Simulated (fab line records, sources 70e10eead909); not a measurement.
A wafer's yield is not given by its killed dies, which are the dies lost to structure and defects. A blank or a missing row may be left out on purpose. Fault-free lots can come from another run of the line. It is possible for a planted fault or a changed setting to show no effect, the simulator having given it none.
One fault through the eyes of 3 desks :: flow nand harc :: what lay behind the numbers comes last; until then each desk has only its own

## AT THE METROLOGY DESK
What the gauges read, lot by lot, whatever tool the lot ran on: means of the sampled wafers that have a number. The brackets show how far a lot's mean lies from the usual mean; more than 4 standard deviations puts the lot out of limits, marked OUT.
Columns: A = cd nm at NHARC_P_ZERO_WELL_CD_MEAS_24, usual 719.5 nm; B = cd nm at NHARC_P_ZERO_WELL_CD_MEAS_37, usual 719.6 nm; C = cd nm at NHARC_P_ZERO_WELL_CD_MEAS_52, usual 1999.7 nm
lot: L742
first seen here: day 4 20:35
A: 720.1
B: 718.5
C: 1999.1

lot: L743
first seen here: day 5 06:27
A: 720.9
B: 720.9
C: 1997.2

lot: L750
first seen here: day 8 04:44
A: 720.9
B: 719.5
C: 2002.5

lot: L755
first seen here: day 10 06:57
A: 718.7
B: 721.2
C: 1996.6

lot: L757
first seen here: day 11 02:28
A: 715.5
B: 718.7
C: 2000.3

lot: L758
first seen here: day 11 12:36
A: 718.4
B: 718.4
C: 1999.9
This desk's verdict: no lot among the 6 shows anything out of limits.

## THE DEFECT DESK
Inspection counts along the route, by lot: the mean over sampled wafers that carry a number. The brackets show how far a lot's mean lies from the usual mean; more than 4 standard deviations puts the lot out of limits, marked OUT.
Columns: A = raw defect count at NHARC_P_ZERO_WELL_INSPECT_43, usual 13; B = raw defect count at NHARC_P_STI_INSPECT_11, usual 5.3
lot: L742
first seen here: day 5 05:36
A: 574 (+92) OUT
B: 561.0 (+99 or more) OUT

lot: L743
first seen here: day 5 11:22
A: 195 (+30) OUT
B: 189.0 (+71) OUT

lot: L750
first seen here: day 8 09:49
A: 10
B: 3.0

lot: L755
first seen here: day 10 12:14
A: 12
B: 6.7

lot: L757
first seen here: day 11 07:32
A: 10
B: 8.3

lot: L758
first seen here: day 11 17:43
A: 21
B: 3.3
This desk finds L742, L743 out of limits, L742 being first, at day 5 05:36 (raw defect count at NHARC_P_ZERO_WELL_INSPECT_43). Within limits: L750, L755, L757, L758.

## TOOL OWNER'S DESK, wet bench-06
The tool's own readings at NHARC_P_ZERO_WELL_STRIP_28 (strips in SPM, time 840 s): means of the sampled wafers that have a number, for each lot that ran on this tool. The brackets show how far a lot's mean lies from the usual mean; more than 4 standard deviations puts the lot out of limits, marked OUT.
Columns: A = bath guard temp C at NHARC_P_ZERO_WELL_STRIP_28, usual 129.9 C; B = bath heat duty pct at NHARC_P_ZERO_WELL_STRIP_28, usual 14.7 %
lot: L742
first seen here: day 4 21:30
A: 130.0
B: 14.7

lot: L743
first seen here: day 5 07:25
A: 129.7
B: 14.7

lot: L755
first seen here: day 10 07:50
A: 129.8
B: 14.6
This desk's verdict: no lot among the 3 shows anything out of limits.

## TAKEN TOGETHER
The defect desk could have raised an alarm at day 5 05:36, on L742, L743.
Nothing out of limits was seen by the metrology desk.
The tool owner's desk saw nothing out of limits.
The metrology desk has L742, L743 on record, within its limits.
The tool owner's desk has L742, L743 on record, within its limits.
The lots listed all ran NHARC_P_ZERO_WELL_STRIP_28 on wet bench-06.

## WHAT THE SIMULATOR HAD INSERTED
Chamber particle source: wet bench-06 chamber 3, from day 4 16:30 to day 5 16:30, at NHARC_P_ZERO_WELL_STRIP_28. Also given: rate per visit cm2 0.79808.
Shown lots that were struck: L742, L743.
Hours from the fault's start to each desk's first reading out of limits: the defect desk, 13.
